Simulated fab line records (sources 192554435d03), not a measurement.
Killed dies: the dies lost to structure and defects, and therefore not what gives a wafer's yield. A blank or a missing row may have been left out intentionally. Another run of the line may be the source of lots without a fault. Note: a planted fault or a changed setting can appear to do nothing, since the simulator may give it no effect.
Chamber matching -- flow n5-finfet -- pecvd-01 running N5_BEOL_M5_ILD_DEP_00: 3 sister chambers
The step deposits SiCOH lowk from DEMS/porogen, target thk 140.64 nm, time 25.9 s. 6 wafers are shown with their chamber, then 8 later ones without.

## WAFERS, EACH WITH ITS CHAMBER
wafer,chamber,throttle-valve-pct (%),heater-power-w (W)
L076.5,0,12.5,303
L087.2,1,13.9,236
L087.5,0,12.7,313
L088.4,1,14.1,297
L088.6,2,13.6,331
L094.1,2,13.9,384

## WAFERS WITHOUT THEIR CHAMBER
wafer,throttle-valve-pct (%),heater-power-w (W)
L094.2,14.2,292
L094.6,13.9,297
L095.1,12.8,308
L095.3,13.7,346
L095.5,13.8,299
L097.2,13.9,282
L097.4,13.0,327
L097.6,13.9,293

## CHAMBER TAKEN BY EACH
wafer,from the rows above,in truth
L094.2,can't be placed: 1 or 2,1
L094.6,can't be placed: 1 or 2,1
L095.1,0,0
L095.3,2,2
L095.5,can't be placed: 1 or 2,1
L097.2,can't be placed: 1 or 2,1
L097.4,0,0
L097.6,can't be placed: 1 or 2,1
Correctly placed: 3 of 8. Not placeable from these rows: 5 (in 5, the candidates include the true chamber). Placed wrongly: 0.
How it was worked out, from the rows above alone: a wafer's distance from a chamber is the root of the sum, over the readings, of the square of ((its reading less the chamber's mean) divided by the reading's scatter). The wafer belongs to the nearest chamber; if the next one is less than 2 further off, it can't be placed. For every chamber, the mean is computed from those of its wafers that are shown. The scatter is the square root of a quotient: the sum, over the shown wafers, of each reading's squared deviation from its chamber's mean, divided by wafers minus chambers.
